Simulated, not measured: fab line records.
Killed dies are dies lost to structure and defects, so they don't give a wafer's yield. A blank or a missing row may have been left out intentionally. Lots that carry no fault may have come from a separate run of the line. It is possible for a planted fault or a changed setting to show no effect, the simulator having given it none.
Lot-split experiment ; flow n5_finfet ; 21 wafers read from 7 lots, route of 1938 steps

SPLIT DETAILS
At N5_BEOL_M6_EXPOSE_08 (exposes mask M6), the setting dose_mj was moved away from the recipe's 68.25 on 6 of the 21 wafers read, by -3.4% to +7.3%. This setting was run at the recipe's value on the other wafers.

FROM THE SPLIT TO THE READING: what the file shows between them, 15 steps
- N5_BEOL_M6_PEB_09: peb time 60 s
- N5_BEOL_M6_DEVELOP_10: develop time 30 s
- N5_BEOL_M6_CD_MEAS_11: target cd 38.5 nm
- N5_BEOL_M6_DESCUM_16: chemistry O2, time 7.9 s
- N5_BEOL_M6_ETCH_61: etches SiARC in CF4, target depth 45.5 nm, time 75.8 s
- N5_BEOL_M6_ETCH_62: etches SOC in N2/H2, target depth 110 nm, overetch 22 nm, time 165 s
- N5_BEOL_M6_STRIP_68: strips in N2/H2
- N5_BEOL_M6_STRIP_67: strips in CF4
- N5_BEOL_M6_HM_OPEN_17: chemistry Cl2/BCl3, target TiN, target depth 20 nm, overetch 6 nm
- N5_BEOL_M6_STRIP_19: strips in O2
- N5_BEOL_M6_CD_MEAS_18: pitch 80 nm, target cd 40 nm
- N5_BEOL_M6_COAT_63: time 60 s, resist thk 60 nm
- N5_BEOL_M6_COAT_64: time 60 s, resist thk 12 nm
- N5_BEOL_M6_PRECLEAN_42: cleans in residue remover, time 60 s
- N5_BEOL_M6_SRD_43: time 30 s

THE READING
cd_nm, in nm, at N5_BEOL_M6_CD_MEAS_35 (target cd 40 nm, target cd y 28 nm). Fault-free wafers of this fab line usually give 40.2 nm, standard deviation 0.6 nm.

wafer;tool, chamber at the split;dose_mj as run;against the recipe;cd_nm, nm;against lot-mates on the recipe
L076.3;arfi_scanner-02, 0;65.93;-3.4%;38.8;-1.5
L076.5;arfi_scanner-02, 0;68.25;recipe;40.3;-
L076.6;arfi_scanner-02, 0;65.93;-3.4%;39.3;-1.0
L080.2;arfi_scanner-01, 0;68.25;recipe;41.0;-
L080.5;arfi_scanner-01, 0;68.25;recipe;40.0;-
L080.6;arfi_scanner-01, 0;68.25;recipe;39.8;-
L082.3;arfi_scanner-01, 0;68.25;recipe;40.6;-
L082.5;arfi_scanner-01, 0;68.25;recipe;39.9;-
L082.6;arfi_scanner-01, 0;68.25;recipe;40.1;-
L084.1;arfi_scanner-03, 0;68.25;recipe;40.5;-
L084.2;arfi_scanner-03, 0;68.25;recipe;40.4;-
L084.6;arfi_scanner-03, 0;68.25;recipe;39.6;-
L094.1;arfi_scanner-02, 0;68.25;recipe;39.5;-
L094.4;arfi_scanner-02, 0;68.25;recipe;39.8;-
L094.5;arfi_scanner-02, 0;68.25;recipe;39.5;-
L089.1;arfi_scanner-03, 0;66.87;-2.0%;39.9;-0.8
L089.4;arfi_scanner-03, 0;68.25;recipe;40.7;-
L089.6;arfi_scanner-03, 0;66.87;-2.0%;39.0;-1.7
L091.3;arfi_scanner-02, 0;68.25;recipe;39.8;-
L091.4;arfi_scanner-02, 0;73.25;+7.3%;43.8;+4.0
L091.5;arfi_scanner-02, 0;73.25;+7.3%;44.1;+4.3

FIT RESULTS
A straight line over all 21 wafers: cd_nm changes by +0.474 nm for each +1% of dose_mj; r = +0.94; the points scatter about the line by 0.48 nm.
The same after taking each lot's own level away (the mean of its wafers on the recipe; 21 wafers): +0.535 nm for each +1%; r = +0.96; scatter 0.39 nm.
On that fit, the largest move of dose_mj shifts the reading by 3.9 nm.
The span of the lots' own levels, 39.60 to 40.70 nm, comes to 1.8 times the standard deviation stated above.
In other words, the slope is changed by the lot-to-lot level; the two fits disagree.
Check: for one of the wafers moved furthest among these (+7.3%), held out of the fit, the line's prediction against its lot-mates is +3.96 nm. Against them it came out at +4 nm.

FURTHER SPLITS ON THESE WAFERS
Note: prior to the reading, these wafers also went through further splits. Each is held against what the fit with the lots' levels taken away leaves over:
other split on the same wafers;wafers away from the commonest value;r with cd_nm (lot level and that fit taken away)
N5_BEOL_M5_EXPOSE_25 dose_mj;8;+0.11

THE WHOLE CHAIN: every reading that the file lists as answering this split, in the file's order
step;what it does;reading;change (the file's fit);r (the file's)
N5_BEOL_M6_CD_MEAS_11;target cd 38.5 nm;cd_nm;+0.513 nm for each +1% of the setting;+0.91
N5_BEOL_M6_ETCH_61;etches SiARC in CF4, target depth 45.5 nm, time 75.8 s;BEOL_M6.cd_offset_nm (the simulator's own value, which no gauge read);+0.49 nm for each +1% of the setting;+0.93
N5_BEOL_M6_ETCH_62;etches SOC in N2/H2, target depth 110 nm, overetch 22 nm, time 165 s;BEOL_M6.cd_offset_nm (the simulator's own value, which no gauge read);+0.539 nm for each +1% of the setting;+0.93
N5_BEOL_M6_HM_OPEN_17;chemistry Cl2/BCl3, target TiN, target depth 20 nm, overetch 6 nm;BEOL_M6.cd_offset_nm (the simulator's own value, which no gauge read);+0.547 nm for each +1% of the setting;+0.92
N5_BEOL_M6_CD_MEAS_18;pitch 80 nm, target cd 40 nm;cd_nm;+0.486 nm for each +1% of the setting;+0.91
N5_BEOL_M6_CD_MEAS_35;target cd 40 nm, target cd y 28 nm;cd_nm;+0.54 nm for each +1% of the setting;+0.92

THE FILE'S OWN FIT
cd_nm changes by +0.54 nm for each +1% of dose_mj, r = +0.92.
